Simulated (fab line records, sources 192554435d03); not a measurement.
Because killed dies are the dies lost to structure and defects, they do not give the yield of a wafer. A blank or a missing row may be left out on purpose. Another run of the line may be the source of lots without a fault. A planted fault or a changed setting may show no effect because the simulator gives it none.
fab line records	flow n5_finfet
[record] lots = 11	wafers = 33	last_day = 18
route steps=1938 shown BEOL_M8@1348 BEOL_M9@1416
lots untouched by any fault: they come from a run of this same line in which no faults occurred
start_h: the number of hours between the record's first day and the start of the first shown wafer of the lot	wait_h: hours elapsed since this lot's preceding step	" repeats the value in the row above	L1.1+2: a single row standing in for several wafers	- no value present, or no start provided	* or withheld: withheld	< > ~ a bound
route shown NAME@n: NAME is a module with steps in the file, n the number in the route of the first one	usual: average and standard deviation across the fault-free wafers	same: alike in all rows	chamber/n: place in a boat	sites: per-site readings	_std_site: how widely they spread, as a standard deviation	_edge_site: inner sites' mean taken away from outer sites' mean	radius_mm: how far each site lies from the wafer's centre	mask NAME#n: copy n	behind: the tool/chamber that last shaped the wafer	hold: cause of the lot's hold/its duration in hours/its outcome	device: whichever transistor did not switch (one of n, p or np)	end of line: at the end of the route, the tests of the same wafers	a step without rows: its recipe alone	killed: dies lost to structure and defects at the first sort, not the wafer's yield	map: a wafer's dies, x killed, . not, _ none there
set.NAME: the setting the step ran with; set.NAME@STEP: the setting that earlier step ran with	model.NAME: the simulator's own value behind a step, which no gauge read
steps of the route over a sample of lots; a table a step, a row a wafer
services: when a tool's chamber went out of use (start_h, in hours from the record's first day, below 0 if earlier), for how many hours, and the reason
[[steps]]
[step N5_BEOL_M8_DESCUM_16]
[recipe] chemistry = O2	time_s = 7.9	source_power_w = 50	bias_power_w = 20	pressure_mtorr = 20	rf_frequency_hz = 2.712e+07	temp_c = 40	resist = CAR-ArF	o2_flow_sccm = 225
[usual] drypump_motor_current_A = 5.7/0.4	oes_product_au = 0.80/0.1	rf_fwd_power_W = 49.33/0.23	rf_vpp_V = 243.0/1.5	showerhead_plenum_p_Torr = 2.09/0.097	throttle_valve_pct = 20.32/0.27
lot.wafer	tool	chamber	start_h	wait_h	drypump_motor_current_A	oes_product_au	rf_fwd_power_W	rf_hours_counter_h	rf_vpp_V	showerhead_plenum_p_Torr	throttle_valve_pct
L531.1	rie_diel-04	2	209.74	0.2	5.8	0.71	49.17	190	245.0	2.18	20.71
L531.4	"	3	"	"	5.3	0.86	49.61	-	242.7	2.04	19.93
L531.5	"	3	"	"	5.4	0.86	49.69	-	243.0	2.04	19.90
L532.1	rie_diel-05	0	217.52	0.3	5.7	0.98	49.32	0	244.8	2.27	20.41
L532.4	"	0	"	"	5.7	0.98	49.45	-	244.2	2.27	20.40
L532.6	"	1	"	"	6.0	0.84	49.17	-	242.2	2.05	20.24
L533.1	rie_diel-06	1	219.54	0.1	6.0	0.68	49.05	254	242.1	2.07	20.91
L533.5	"	3	"	"	6.5	0.85	49.66	-	243.9	2.01	20.17
L533.6	"	2	"	"	5.4	0.68	49.57	-	241.0	1.97	20.47
L536.1	rie_diel-04	1	241.08	0.0	5.2	0.68	49.37	211	242.2	2.00	20.12
L536.2	"	0	"	"	5.6	0.95	49.14	7	245.3	2.25	20.11
L536.5	"	0	"	"	5.6	0.96	49.18	-	243.9	2.25	20.15
L540.1	rie_diel-04	1	278.47	0.1	5.2	0.67	49.55	224	240.4	1.99	20.13
L540.2	"	0	"	"	5.6	0.91	49.52	19	244.6	2.25	20.14
L540.5	"	3	"	"	5.4	0.82	49.50	-	242.6	2.03	19.97
L542.1	rie_diel-04	0	278.72	0.2	5.6	0.92	49.41	20	245.5	2.25	20.14
L542.4	"	2	"	"	5.8	0.69	49.12	217	242.2	2.17	20.75
L542.5	"	0	"	"	5.6	0.92	49.28	-	245.9	2.25	20.15
L543.2	rie_diel-04	2	302.39	0.1	5.8	0.69	49.05	225	244.4	2.17	20.77
L543.4	"	0	"	"	5.6	0.90	49.09	28	244.1	2.25	20.16
L543.5	"	1	"	"	5.3	0.67	49.09	-	240.3	1.99	20.15
L544.1	rie_diel-05	3	302.69	0.3	5.6	0.93	48.87	26	242.5	2.04	20.33
L544.5	"	1	"	"	6.1	0.79	48.95	-	241.9	2.04	20.29
L544.6	"	0	"	"	5.7	0.87	49.27	-	244.9	2.26	20.45
L546.1	rie_diel-05	0	309.81	0.0	5.7	0.86	49.35	33	244.9	2.26	20.43
L546.5	"	3	"	"	5.6	0.92	49.59	-	241.8	2.04	20.31
L546.6	"	1	"	"	6.1	0.80	49.05	-	241.4	2.04	20.28
L550.3	rie_diel-04	1	342.11	0.0	5.2	0.66	49.42	248	241.9	1.98	20.19
L550.5	"	1	"	"	5.2	0.66	49.12	-	241.8	1.98	20.18
L550.6	"	2	"	"	5.8	0.68	49.60	-	244.4	2.17	20.77
L552.1	rie_diel-06	0	364.95	0.0	6.6	0.85	49.32	53	242.9	2.04	20.34
L552.5	"	2	"	"	5.4	0.93	49.65	-	245.6	2.22	20.25
L552.6	"	1	"	"	6.0	0.87	49.40	-	242.9	2.05	20.53
[step N5_BEOL_M8_ALD_77]
[recipe] material = TaN	target_thk_a = 20	temp_c = 275	ald_precursor_family = PDMAT	ald_co_reactant = NH3	pressure_torr = 3	carrier_flow_sccm = 1500	pulse_time_s = 2	purge_time_s = 3	co_reactant_purge_time_s = 2	co_reactant_pulse_time_s = 3	ald_cycles = 40	precursor_vessel_temp_c = 75	precursor_vessel_pressure_torr = 26.25	precursor_vessel_carrier_sccm = 1000
[usual] heater_power_w = 432/56	purge_time_s = 3/0
[same] ald_cycles = 40	co_reactant_pulse_time_s = 3
lot.wafer	tool	chamber	start_h	wait_h	heater_power_w	purge_time_s	since_wet_clean_h
L531.1	ald_metal-02	2	214.29	0.0	361	3	2954
L531.4	"	1	"	"	460	3	2954
L531.5	"	0	"	"	452	3	-
L532.1	ald_metal-04	0	220.81	0.1	406	3	6038
L532.4	"	3	"	"	497	3	6038
L532.6	"	3	"	"	493	3	-
L533.1	ald_metal-03	1	221.85	0.1	493	3	4500
L533.5	"	1	"	"	501	3	-
L533.6	"	0	"	"	350	3	-
L536.1	ald_metal-02	0	243.66	0.0	460	3	2983
L536.2	"	1	"	"	466	3	2983
L536.5	"	2	"	"	369	3	-
L540.1	ald_metal-04	2	282.51	0.1	486	3	6099
L540.2	"	0	"	"	403	3	6099
L540.5	"	3	"	"	492	3	-
L542.1	ald_metal-03	3	283.70	0.0	498	3	4562
L542.4	"	2	"	"	428	3	4562
L542.5	"	1	"	"	490	3	-
L544.1	ald_metal-02	0	305.54	0.2	454	3	3045
L544.5	"	2	"	"	362	3	-
L544.6	"	1	"	"	462	3	-
L543.2	ald_metal-03	1	305.85	0.0	502	2.8438	4584
L543.4	"	3	"	"	489	3	4584
L543.5	"	2	"	"	434	3	-
L546.1	ald_metal-03	3	312.91	0.0	485	2.8438	4591
L546.5	"	3	"	"	481	3	-
L546.6	"	0	"	"	338	3	-
L550.3	ald_metal-02	3	345.94	0.1	361	3	3086
L550.5	"	2	"	"	366	3	-
L550.6	"	1	"	"	463	3	-
L552.1	ald_metal-04	1	369.33	0.0	446	3	18
L552.5	"	2	"	"	473	3	-
L552.6	"	1	"	"	449	3	-
[step N5_BEOL_M8_DEP_56]
[recipe] material = SiCN	target_thk_a = 100	temp_c = withheld	precursor = 3MS/NH3	pressure_torr = 3	rf_w = 202	time_s = 17.5
[usual] rf_fwd_power_W = 199.9/1.1	showerhead_plenum_p_Torr = 3.660/0.012	throttle_valve_pct = 9.1/0.52
lot.wafer	tool	chamber	start_h	wait_h	rf_fwd_power_W	showerhead_plenum_p_Torr	since_wet_clean_h	throttle_valve_pct
L531.1	pecvd-03	0	216.26	0.0	198.8	3.674	920	9.2
L531.4	"	1	"	"	199.9	3.669	-	9.2
L531.5	"	0	"	"	198.9	3.673	-	9.3
L532.1	pecvd-04	0	222.95	0.0	200.5	3.662	1108	10.4
L532.4	"	1	"	"	198.5	3.684	-	8.2
L532.6	"	0	"	"	200.3	3.655	-	10.3
L533.1	pecvd-01	1	223.50	0.0	199.2	3.638	2015	9.2
L533.5	"	1	"	"	199.9	3.645	-	9.3
L533.6	"	2	"	"	199.8	3.654	-	9.2
L536.1	pecvd-04	2	245.18	0.0	199.7	3.645	347	8.4
L536.2	"	1	"	"	197.5	3.663	531	8.4
L536.5	"	2	"	"	199.5	3.663	-	8.6
L540.1	pecvd-03	0	284.38	0.0	197.9	3.673	988	9.6
L540.2	"	1	"	"	199.5	3.668	1713	9.0
L540.5	"	0	"	"	198.7	3.670	-	9.3
L542.1	pecvd-03	2	285.55	0.0	199.4	3.671	235	9.1
L542.4	"	0	"	"	199.1	3.678	-	9.3
L542.5	"	1	"	"	201.5	3.665	-	8.7
L544.1	pecvd-04	2	307.18	0.0	200.6	3.666	409	8.7
L544.5	"	2	"	"	200.6	3.656	-	8.6
L544.6	"	1	"	"	198.7	3.666	-	8.8
L543.2	pecvd-04	2	307.45	0.0	199.4	3.663	409	8.5
L543.4	"	2	"	"	199.4	3.656	-	8.9
L543.5	"	0	"	"	200.3	3.654	-	10.4
L546.1	pecvd-01	0	314.53	0.0	200.6	3.655	1381	8.7
L546.5	"	1	"	"	199.7	3.646	-	9.3
L546.6	"	2	"	"	201.3	3.644	-	9.3
L550.3	pecvd-03	1	347.79	0.0	199.6	3.665	-	8.8
L550.5	"	2	"	"	201.5	3.671	-	9.5
L550.6	"	1	"	"	199.9	3.666	-	8.7
L552.1	pecvd-01	0	371.87	0.0	199.1	3.648	1438	8.6
L552.5	"	2	"	"	200.4	3.647	-	9.6
L552.6	"	0	"	"	200.5	3.645	-	8.8
[step N5_BEOL_M9_INSPECT_13]
[recipe] mode = adi	inspect_instrument = brightfield
[usual] raw_defect_count = 434/130
lot.wafer	tool	chamber	start_h	wait_h	raw_defect_count
L531.1	defect_inspect-02	-	217.63	0.0	255
L531.4	"	-	"	"	274
L531.5	"	-	"	"	299
L532.1	defect_inspect-02	-	224.78	0.0	399
L532.4	"	-	"	"	490
L532.6	"	-	"	"	539
L533.1	defect_inspect-01	-	225.97	0.0	427
L533.5	"	-	"	"	400
L533.6	"	-	"	"	336
L536.1	defect_inspect-01	-	247.48	0.0	589
L536.2	"	-	"	"	441
L536.5	"	-	"	"	463
L540.1	defect_inspect-02	-	286.07	0.0	404
L540.2	"	-	"	"	263
L540.5	"	-	"	"	392
L542.1	defect_inspect-02	-	287.85	0.0	535
L542.4	"	-	"	"	532
L542.5	"	-	"	"	498
L544.1	defect_inspect-02	-	309.65	0.0	785
L544.5	"	-	"	"	641
L544.6	"	-	"	"	802
L543.2	defect_inspect-01	-	309.75	0.0	569
L543.4	"	-	"	"	555
L543.5	"	-	"	"	688
L546.1	defect_inspect-02	-	318.52	0.0	260
L546.5	"	-	"	"	290
L546.6	"	-	"	"	354
L550.3	defect_inspect-02	-	354.15	0.0	652
L550.5	"	-	"	"	562
L550.6	"	-	"	"	332
L552.1	defect_inspect-02	-	375.56	0.0	260
L552.5	"	-	"	"	272
L552.6	"	-	"	"	312
[[services]]
tool	chamber	start_h	hours	kind
pecvd-01	2	185.92	28.9	repair
ald_metal-03	-	195.59	0.6	repair
ald_metal-04	-	197.69	0.3	repair
ald_metal-03	-	203.08	0.5	repair
rie_diel-04	0	205.22	-	clean
rie_diel-04	0	205.22	-	consumable_replace:focus_ring
rie_diel-04	0	205.22	-	consumable_replace:showerhead
rie_diel-04	0	205.22	14.1	scheduled_down
rie_diel-05	3	209.61	4.5	repair
rie_diel-05	0	223.81	5.5	repair
ald_metal-04	-	231.06	8.7	pm
ald_metal-04	0	263.19	7.0	repair
rie_diel-04	-	266.81	2.4	repair
rie_diel-06	-	267.21	0.6	repair
rie_diel-06	-	275.37	4.3	pm
pecvd-03	-	275.45	6.0	pm
pecvd-01	-	283.28	4.3	pm
rie_diel-06	2	294.86	13.9	repair
rie_diel-04	2	302.94	7.1	repair
rie_diel-04	2	310.68	4.4	repair
rie_diel-05	-	333.69	15.6	pm
ald_metal-04	-	337.25	14.0	pm
rie_diel-04	3	347.13	14.3	repair
rie_diel-06	3	352.68	16.5	repair
[[key]]
[first_sign] step = N5_BEOL_M8_ALD_77	reading = purge_time_s	direction = down	sigmas = 99+	usual = *	struck = *
effect none on later readings
met_at N5_BEOL_M8_ALD_77
struck_lots L543,L546
struck_wafers L543.2,L546.1
not_acting_at N5_BEOL_M8_DESCUM_16,N5_BEOL_M8_DEP_56,N5_BEOL_M9_INSPECT_13
onset_between 283.70 305.85
[fault] kind = process_parameter_drift	tool = ald_metal-03	chamber = -	onset_h = 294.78	steps = N5_BEOL_M8_ALD_77	channel = purge_time_s	offset = *	shape = step	end_h = 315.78	scope = struck_wafers_only	acts_in = *	stated = *
